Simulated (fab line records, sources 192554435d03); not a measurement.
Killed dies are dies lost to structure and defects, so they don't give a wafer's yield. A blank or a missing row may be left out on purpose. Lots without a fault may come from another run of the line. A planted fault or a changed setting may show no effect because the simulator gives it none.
Which tool did it? | flow n5_finfet | 8 lots, 24 wafers sampled, at 5 steps of a route of 1938

WHAT THE GAUGES READ, wafer by wafer
N5_HKMG_FIN_THK_MEAS_70: measures by xrf.
lot  | measured    | on            | HK_THK (nm)
L972 | day 4 07:57 | film_metro-01 | 1.603 1.613 1.590
L973 | day 4 15:43 | film_metro-02 | 1.606 1.612 1.608
L975 | day 5 01:28 | film_metro-01 | 1.601 1.574 1.592
L978 | day 5 21:04 | film_metro-01 | 1.579 1.580 1.572
L980 | day 6 10:03 | film_metro-02 | 1.578 1.640 1.597
L982 | day 6 22:53 | film_metro-02 | 1.585 1.656 1.620
L990 | day 8 22:35 | film_metro-02 | 1.033 1.587 1.585
L993 | day 9 17:26 | film_metro-02 | 1.607 1.614 1.566

WHICH TOOL RAN EACH LOT (tool, then ch and the chambers of the sampled wafers, then the start)
lot  | N5_SDB_DESCUM_16                  | N5_SDB_CUT_ETCH_26              | N5_DUMMY_REMOVAL_STRIP_10         | N5_HKMG_FIN_HK_ALD_01
L972 | rie_diel-05 ch 1,2, day 4 00:11   | rie_si-06 ch 1,2, day 4 00:48   | rie_diel-03 ch 0,1,3, day 4 04:07 | ald_hk-01 ch 1,2,3, day 4 04:38
L973 | rie_diel-01 ch 0,1,3, day 4 06:49 | rie_si-06 ch 0,1,3, day 4 07:50 | rie_diel-04 ch 1,2, day 4 11:16   | ald_hk-01 ch 0,2,3, day 4 11:47
L975 | rie_diel-01 ch 1,3, day 4 17:09   | rie_si-06 ch 2,3, day 4 17:46   | rie_diel-04 ch 1,2,3, day 4 21:25 | ald_hk-02 ch 1,2, day 4 21:56
L978 | rie_diel-05 ch 0,1,3, day 5 12:31 | rie_si-01 ch 0,1,2, day 5 13:07 | rie_diel-03 ch 1,3, day 5 16:54   | ald_hk-01 ch 0,2,3, day 5 17:25
L980 | rie_diel-02 ch 0,2,3, day 6 02:05 | rie_si-01 ch 0,2,3, day 6 02:41 | rie_diel-04 ch 0,2,3, day 6 06:00 | ald_hk-03 ch 0,1,2, day 6 06:33
L982 | rie_diel-02 ch 0,2, day 6 14:32   | rie_si-01 ch 0,1, day 6 15:22   | rie_diel-03 ch 0,1,3, day 6 18:41 | ald_hk-01 ch 0,2, day 6 19:14
L990 | rie_diel-02 ch 2,3, day 8 14:05   | rie_si-01 ch 0,1,2, day 8 15:10 | rie_diel-04 ch 0,1, day 8 18:40   | ald_hk-01 ch 0,1,2, day 8 19:11
L993 | rie_diel-01 ch 0,3, day 9 09:29   | rie_si-01 ch 0,2, day 9 10:05   | rie_diel-04 ch 0,1,2, day 9 13:26 | ald_hk-02 ch 2,3, day 9 13:58
- N5_SDB_DESCUM_16: chemistry O2, time 7.9 s.
- N5_SDB_CUT_ETCH_26: etches Si in HBr/Cl2/O2, target depth 129.6 nm, bt time 20 s, time 51.8 s.
- N5_DUMMY_REMOVAL_STRIP_10: strips in N2/H2, time 40 s.
- N5_HKMG_FIN_HK_ALD_01: deposits HfO2, target thk 1.6 nm, pulse time 3 s, purge time 3 s.

THE ANSWER, worked out from the rows above alone
Rule: what is usual is taken from the lots themselves. Put in order of their means at a reading, lots are off if they are a third of the lots or fewer, leave a main group of 4 or more, and stand apart from it by a gap of 3 or more times the standard deviation of the main group's means; of several such gaps the widest counts. A main group whose means are all the same, to the digits that the tables above print for the reading, isn't used. A lot without any number at a reading at which 4 lots or more have one is off too. The other lots that the step has rows for count as sound.
Off: L990, at N5_HKMG_FIN_THK_MEAS_70 (HK_THK). The main group: mean 1.600 nm, standard deviation 0.013.
A tool fits if, at a process step before that reading, it ran every lot that is off, and no sound lot after the first of them. The gauges at N5_HKMG_FIN_THK_MEAS_70 are tried like those tools. Can't be told from this: 2 tools fit, rie_diel-02 at N5_SDB_DESCUM_16, ald_hk-01 at N5_HKMG_FIN_HK_ALD_01.

WHAT THE SIMULATOR HAD PUT IN
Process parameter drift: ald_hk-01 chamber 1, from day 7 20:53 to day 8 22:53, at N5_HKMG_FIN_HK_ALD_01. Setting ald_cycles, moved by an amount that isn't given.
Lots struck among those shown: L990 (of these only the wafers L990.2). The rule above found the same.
